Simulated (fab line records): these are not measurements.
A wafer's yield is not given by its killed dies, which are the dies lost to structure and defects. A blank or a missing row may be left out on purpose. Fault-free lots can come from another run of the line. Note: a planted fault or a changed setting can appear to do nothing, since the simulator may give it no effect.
Which of the tools did it? / flow nand harc / Sampling: 13 lots, 38 wafers, 5 of 1302 route steps

## WHAT THE GAUGES READ, wafer by wafer
NHARC_END_SORT_01. Usual: killed at array 53, standard deviation 18; killed at other 1.0, standard deviation 1.2; killed at periphery 3.6, standard deviation 2.4; killed dies 58, standard deviation 18; killed open 3.4, standard deviation 1.8; killed short 2.3, standard deviation 1.5.
lot=L184; measured=day 29 12:55; on=prober-01; killed at array=676 40; killed at other=0 0; killed at periphery=1 1; killed dies=677 41; killed open=1 2; killed short=4 2; flag=OFF
lot=L187; measured=day 30 21:44; on=prober-02; killed at array=664 52 667; killed at other=0 0 1; killed at periphery=13 10 9; killed dies=677 62 677; killed open=2 3 3; killed short=2 4 8; flag=OFF
lot=L188; measured=day 31 12:55; on=prober-01; killed at array=41 36 673; killed at other=2 2 1; killed at periphery=1 4 3; killed dies=44 42 677; killed open=3 4 5; killed short=0 2 4; flag=OFF

## WHAT TOOL EACH LOT RAN ON (gives the tool, then ch and the chambers of the sampled wafers, and finally the start)
lot=L172; NHARC_A_SLIT_DEP_23=pecvd-01 ch 0,1, day 20 00:55; NHARC_A_SLIT_ETCH_26=har etch-02 ch 0,1, day 20 06:32; NHARC_A_WL_FILL_ALD_02=ald metal-04 ch 0,1,3, day 20 15:25; NHARC_A_WL_FILL_ALD_10=ald hk-04 ch 0,1,3, day 21 00:41
lot=L173; NHARC_A_SLIT_DEP_23=pecvd-01 ch 0,1,2, day 20 01:23; NHARC_A_SLIT_ETCH_26=har etch-01 ch 0,1, day 20 07:03; NHARC_A_WL_FILL_ALD_02=ald metal-03 ch 0,2, day 20 15:18; NHARC_A_WL_FILL_ALD_10=ald hk-02 ch 0,1,3, day 21 01:42
lot=L176; NHARC_A_SLIT_DEP_23=pecvd-03 ch 1,2, day 22 12:38; NHARC_A_SLIT_ETCH_26=har etch-02 ch 0,1, day 22 18:29; NHARC_A_WL_FILL_ALD_02=ald metal-03 ch 0,1,3, day 23 03:10; NHARC_A_WL_FILL_ALD_10=ald hk-04 ch 0,1,3, day 23 10:52
lot=L179; NHARC_A_SLIT_DEP_23=pecvd-03 ch 0,1, day 22 19:32; NHARC_A_SLIT_ETCH_26=har etch-02 ch 0,1, day 23 01:17; NHARC_A_WL_FILL_ALD_02=ald metal-03 ch 0,3, day 23 09:46; NHARC_A_WL_FILL_ALD_10=ald hk-02 ch 0,1,2, day 23 16:21
lot=L180; NHARC_A_SLIT_DEP_23=pecvd-04 ch 0,1,2, day 23 07:09; NHARC_A_SLIT_ETCH_26=har etch-02 ch 0,1, day 23 13:29; NHARC_A_WL_FILL_ALD_02=ald metal-04 ch 0,1,2, day 23 22:20; NHARC_A_WL_FILL_ALD_10=ald hk-01 ch 0,1,3, day 24 04:37
lot=L184; NHARC_A_SLIT_DEP_23=pecvd-03 ch 1,2, day 24 19:46; NHARC_A_SLIT_ETCH_26=har etch-01 ch 0,1, day 25 03:08; NHARC_A_WL_FILL_ALD_02=ald metal-04 ch 0,3, day 25 11:47; NHARC_A_WL_FILL_ALD_10=ald hk-02 ch 2,3, day 25 17:56
lot=L186; NHARC_A_SLIT_DEP_23=pecvd-04 ch 0,1,2, day 26 05:58; NHARC_A_SLIT_ETCH_26=har etch-01 ch 0,1, day 26 11:43; NHARC_A_WL_FILL_ALD_02=ald metal-02 ch 0,3, day 26 20:20; NHARC_A_WL_FILL_ALD_10=ald hk-04 ch 0,2, day 27 03:32
lot=L187; NHARC_A_SLIT_DEP_23=pecvd-03 ch 0,1,2, day 26 07:37; NHARC_A_SLIT_ETCH_26=har etch-02 ch 1, day 26 13:20; NHARC_A_WL_FILL_ALD_02=ald metal-04 ch 1,2,3, day 26 21:46; NHARC_A_WL_FILL_ALD_10=ald hk-01 ch 0,1, day 27 03:02
lot=L189; NHARC_A_SLIT_DEP_23=pecvd-01 ch 0,1,2, day 26 19:24; NHARC_A_SLIT_ETCH_26=har etch-02 ch 0,1, day 27 01:58; NHARC_A_WL_FILL_ALD_02=ald metal-03 ch 0,2, day 27 10:40; NHARC_A_WL_FILL_ALD_10=ald hk-04 ch 0,1, day 27 17:57
lot=L188; NHARC_A_SLIT_DEP_23=pecvd-03 ch 0,1,2, day 26 21:04; NHARC_A_SLIT_ETCH_26=har etch-01 ch 0,1, day 27 03:11; NHARC_A_WL_FILL_ALD_02=ald metal-04 ch 0,2,3, day 27 10:33; NHARC_A_WL_FILL_ALD_10=ald hk-01 ch 1,3, day 27 17:57
lot=L190; NHARC_A_SLIT_DEP_23=pecvd-03 ch 0,2, day 27 07:10; NHARC_A_SLIT_ETCH_26=har etch-01 ch 0,1, day 27 12:56; NHARC_A_WL_FILL_ALD_02=ald metal-03 ch 0,1,2, day 27 21:32; NHARC_A_WL_FILL_ALD_10=ald hk-02 ch 0,3, day 28 04:07
lot=L194; NHARC_A_SLIT_DEP_23=pecvd-03 ch 0,1, day 28 04:05; NHARC_A_SLIT_ETCH_26=har etch-01 ch 0,1, day 28 09:52; NHARC_A_WL_FILL_ALD_02=ald metal-03 ch 1,3, day 28 18:28; NHARC_A_WL_FILL_ALD_10=ald hk-04 ch 0,1,2, day 29 04:04
lot=L193; NHARC_A_SLIT_DEP_23=pecvd-03 ch 0,1,2, day 28 09:07; NHARC_A_SLIT_ETCH_26=har etch-01 ch 0,1, day 28 14:49; NHARC_A_WL_FILL_ALD_02=ald metal-02 ch 0,3, day 28 23:49; NHARC_A_WL_FILL_ALD_10=ald hk-02 ch 0,1,2, day 29 08:04
- NHARC_A_SLIT_DEP_23: deposits SiON, target thk 100 nm.
- NHARC_A_SLIT_ETCH_26: etches the open film in C4F8/O2/Ar, time 90 s, target depth 400 nm.
- NHARC_A_WL_FILL_ALD_02: deposits TiN, target thk 2 nm, pulse time 3 s, ald cycles 100.
- NHARC_A_WL_FILL_ALD_10: deposits SiO2, target thk 50 nm, pulse time 10 s, ald cycles 500.

## WHAT THE TOOLS THEMSELVES READ (means of the sampled wafers that have a number; where no wafer has one, the mark that the record gives instead)
NHARC_A_SLIT_DEP_23. Usual: heater power w reads 763 W (standard deviation 120).
lot=L172; tool=pecvd-01; heater power w (W)=863; flag=
lot=L173; tool=pecvd-01; heater power w (W)=694; flag=
lot=L176; tool=pecvd-03; heater power w (W)=792; flag=
lot=L179; tool=pecvd-03; heater power w (W)=811; flag=
lot=L180; tool=pecvd-04; heater power w (W)=719; flag=
lot=L184; tool=pecvd-03; heater power w (W)=837; flag=
lot=L186; tool=pecvd-04; heater power w (W)=726; flag=
lot=L187; tool=pecvd-03; heater power w (W)=741; flag=
lot=L189; tool=pecvd-01; heater power w (W)=751; flag=
lot=L188; tool=pecvd-03; heater power w (W)=738; flag=
lot=L190; tool=pecvd-03; heater power w (W)=775; flag=
lot=L194; tool=pecvd-03; heater power w (W)=721; flag=
lot=L193; tool=pecvd-03; heater power w (W)=748; flag=

NHARC_A_SLIT_ETCH_26. Usual: drypump motor current A 6.0 A, standard deviation 0.33; showerhead plenum p Torr 3.61 Torr, standard deviation 0.061; throttle valve pct 27.620 %, standard deviation 0.0094.
lot=L172; tool=har etch-02; drypump motor current A (A)=6.4; showerhead plenum p Torr (Torr)=3.69; throttle valve pct (%)=27.627; flag=
lot=L173; tool=har etch-01; drypump motor current A (A)=6.0; showerhead plenum p Torr (Torr)=3.61; throttle valve pct (%)=27.614; flag=
lot=L176; tool=har etch-02; drypump motor current A (A)=6.1; showerhead plenum p Torr (Torr)=3.65; throttle valve pct (%)=27.621; flag=
lot=L179; tool=har etch-02; drypump motor current A (A)=6.1; showerhead plenum p Torr (Torr)=3.65; throttle valve pct (%)=27.619; flag=
lot=L180; tool=har etch-02; drypump motor current A (A)=6.1; showerhead plenum p Torr (Torr)=3.64; throttle valve pct (%)=27.619; flag=
lot=L184; tool=har etch-01; drypump motor current A (A)=5.9; showerhead plenum p Torr (Torr)=3.59; throttle valve pct (%)=27.614; flag=
lot=L186; tool=har etch-01; drypump motor current A (A)=5.9; showerhead plenum p Torr (Torr)=3.60; throttle valve pct (%)=27.615; flag=
lot=L187; tool=har etch-02; drypump motor current A (A)=5.8; showerhead plenum p Torr (Torr)=3.59; throttle valve pct (%)=27.614; flag=
lot=L189; tool=har etch-02; drypump motor current A (A)=6.1; showerhead plenum p Torr (Torr)=3.62; throttle valve pct (%)=27.620; flag=
lot=L188; tool=har etch-01; drypump motor current A (A)=6.0; showerhead plenum p Torr (Torr)=3.56; throttle valve pct (%)=27.617; flag=
lot=L190; tool=har etch-01; drypump motor current A (A)=5.9; showerhead plenum p Torr (Torr)=3.59; throttle valve pct (%)=27.621; flag=
lot=L194; tool=har etch-01; drypump motor current A (A)=6.0; showerhead plenum p Torr (Torr)=3.55; throttle valve pct (%)=27.632; flag=
lot=L193; tool=har etch-01; drypump motor current A (A)=5.9; showerhead plenum p Torr (Torr)=3.58; throttle valve pct (%)=27.616; flag=

NHARC_A_WL_FILL_ALD_02. Usual: heater power w 1098 W, standard deviation 120; precursor pulse height rel 0.997, standard deviation 0.02.
lot=L172; tool=ald metal-04; heater power w (W)=1146; precursor pulse height rel=0.996; flag=
lot=L173; tool=ald metal-03; heater power w (W)=958; precursor pulse height rel=0.993; flag=
lot=L176; tool=ald metal-03; heater power w (W)=1071; precursor pulse height rel=0.985; flag=
lot=L179; tool=ald metal-03; heater power w (W)=1094; precursor pulse height rel=0.979; flag=
lot=L180; tool=ald metal-04; heater power w (W)=1225; precursor pulse height rel=0.984; flag=
lot=L184; tool=ald metal-04; heater power w (W)=1118; precursor pulse height rel=1.012; flag=
lot=L186; tool=ald metal-02; heater power w (W)=996; precursor pulse height rel=1.005; flag=
lot=L187; tool=ald metal-04; heater power w (W)=1119; precursor pulse height rel=1.008; flag=
lot=L189; tool=ald metal-03; heater power w (W)=993; precursor pulse height rel=0.984; flag=
lot=L188; tool=ald metal-04; heater power w (W)=1126; precursor pulse height rel=0.984; flag=
lot=L190; tool=ald metal-03; heater power w (W)=1013; precursor pulse height rel=1.010; flag=
lot=L194; tool=ald metal-03; heater power w (W)=1157; precursor pulse height rel=0.993; flag=
lot=L193; tool=ald metal-02; heater power w (W)=1058; precursor pulse height rel=1.008; flag=

NHARC_A_WL_FILL_ALD_10. Usual: heater power w 485 W, standard deviation 53; precursor pulse height rel 1.001, standard deviation 0.02.
lot=L172; tool=ald hk-04; heater power w (W)=491; precursor pulse height rel=0.990; flag=
lot=L173; tool=ald hk-02; heater power w (W)=442; precursor pulse height rel=0.987; flag=
lot=L176; tool=ald hk-04; heater power w (W)=494; precursor pulse height rel=0.993; flag=
lot=L179; tool=ald hk-02; heater power w (W)=464; precursor pulse height rel=1.001; flag=
lot=L180; tool=ald hk-01; heater power w (W)=497; precursor pulse height rel=1.006; flag=
lot=L184; tool=ald hk-02; heater power w (W)=489; precursor pulse height rel=1.001; flag=
lot=L186; tool=ald hk-04; heater power w (W)=509; precursor pulse height rel=1.006; flag=
lot=L187; tool=ald hk-01; heater power w (W)=527; precursor pulse height rel=0.999; flag=
lot=L189; tool=ald hk-04; heater power w (W)=536; precursor pulse height rel=1.013; flag=
lot=L188; tool=ald hk-01; heater power w (W)=505; precursor pulse height rel=1.005; flag=
lot=L190; tool=ald hk-02; heater power w (W)=456; precursor pulse height rel=0.994; flag=
lot=L194; tool=ald hk-04; heater power w (W)=523; precursor pulse height rel=1.001; flag=
lot=L193; tool=ald hk-02; heater power w (W)=476; precursor pulse height rel=0.984; flag=

## THE ANSWER, worked out from the rows above alone
Rule: a lot is off if the mean of its wafers that have a number lies more than 3 standard deviations from the usual mean. Also off: a lot with no number at a reading for which 4 or more lots have one. Any other lot the step has rows for is counted as sound. First the gauges in route order, then the tools' own readings, where a lot's mean is used as printed above. The first step at which some lot is off is used, and at that step the reading that is off furthest; a lot without a number counts as furthest.
Off at NHARC_END_SORT_01 (killed dies): L184, L187, L188. Neither off nor sound, because the step has no rows for them: L172, L173, L176, L179, L180, L186, L189, L190, L194, L193.
A tool fits if, at a process step before that reading, it ran every lot that is off, and no sound lot after the first of them. Gauges at NHARC_END_SORT_01: tried the same way as those tools. 2 tools fit, pecvd-03 at NHARC_A_SLIT_DEP_23 and ald metal-04 at NHARC_A_WL_FILL_ALD_02, so this cannot tell which one it is.

## WHAT WAS PUT IN BY THE SIMULATOR
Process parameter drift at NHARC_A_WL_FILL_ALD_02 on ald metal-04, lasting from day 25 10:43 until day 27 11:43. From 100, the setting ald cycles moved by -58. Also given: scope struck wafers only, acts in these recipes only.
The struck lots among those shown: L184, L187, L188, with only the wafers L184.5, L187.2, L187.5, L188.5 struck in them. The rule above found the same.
